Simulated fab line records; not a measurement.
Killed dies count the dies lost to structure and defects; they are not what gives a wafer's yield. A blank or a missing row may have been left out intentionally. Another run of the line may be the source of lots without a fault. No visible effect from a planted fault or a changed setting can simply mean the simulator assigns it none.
Matching of chambers    flow n5_finfet    N5_SPACER0_ALD_07 on ald_sin-01: 4 sister chambers
The step deposits SiNx, target thk 2 nm. 24 wafers are shown with their chamber, then 12 later ones without.

== WAFERS PAIRED WITH THEIR CHAMBERS ==
wafer   chamber  heater_power_outer_w (W)  heater_power_w (W)  susceptor_temp_C (C)
L074.3  2        420                       706                 399.63
L074.4  0        448                       755                 399.91
L074.5  0        442                       769                 399.85
L077.1  2        427                       713                 400.22
L077.4  2        417                       707                 400.49
L077.5  3        457                       789                 400.04
L078.2  3        463                       795                 400.66
L078.5  2        432                       704                 399.91
L078.6  1        547                       864                 400.10
L079.1  0        446                       762                 400.11
L079.2  3        462                       791                 400.24
L079.3  2        426                       713                 400.10
L080.2  1        536                       851                 399.98
L080.5  3        463                       808                 400.30
L080.6  0        437                       758                 399.93
L083.1  3        452                       773                 400.03
L083.3  1        554                       871                 399.98
L083.4  2        415                       725                 400.15
L085.3  3        465                       788                 400.21
L085.5  3        455                       795                 399.81
L085.6  0        457                       759                 399.90
L086.4  1        550                       851                 400.11
L086.5  3        465                       783                 399.94
L086.6  2        429                       714                 399.98

SIGNATURES (means of the wafers above)
reading               chamber 0  chamber 1  chamber 2  chamber 3  scatter within a chamber
heater_power_outer_w  446.00     546.75     423.71     460.25     6.39
heater_power_w        760.60     859.25     711.71     790.25     8.45
susceptor_temp_C      399.9400   400.0425   400.0686   400.1538   0.22
Rule: distance of a wafer from a chamber = root of the sum over the readings of ((wafer's reading minus chamber's mean) / reading's scatter) squared. The wafer belongs to the nearest chamber; if the next one is less than 2 further off, it can't be placed. The scatter: take each reading less its chamber's mean, square it, sum over the shown wafers, divide by the number of wafers less the number of chambers, and take the root.

== WAFERS WITHOUT THEIR CHAMBER ==
wafer   heater_power_outer_w (W)  heater_power_w (W)  susceptor_temp_C (C)
L092.3  461                       788                 400.18
L092.4  426                       717                 400.09
L092.5  429                       725                 400.00
L095.1  465                       784                 400.07
L095.3  431                       714                 399.83
L095.4  460                       781                 399.94
L096.2  534                       857                 399.76
L096.3  475                       790                 400.11
L096.6  454                       787                 400.23
L097.3  452                       768                 399.63
L097.5  429                       719                 400.00
L097.6  551                       841                 400.14

== THE CHAMBER EACH PASSED THROUGH ==
wafer    from the rows above       in truth
L092.3   3                         3
L092.4   2                         2
L092.5   2                         2
L095.1   3                         3
L095.3   2                         2
L095.4   can't be placed: 3 or 0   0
L096.2   1                         1
L096.3   3                         3
L096.6   3                         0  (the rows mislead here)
L097.3   can't be placed: 0 or 3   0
L097.5   2                         2
L097.6   1                         1
9 of 12 placed correctly. Can't be placed from these rows: 2 (the true chamber is among the candidates in 2). Placed wrongly: 1.
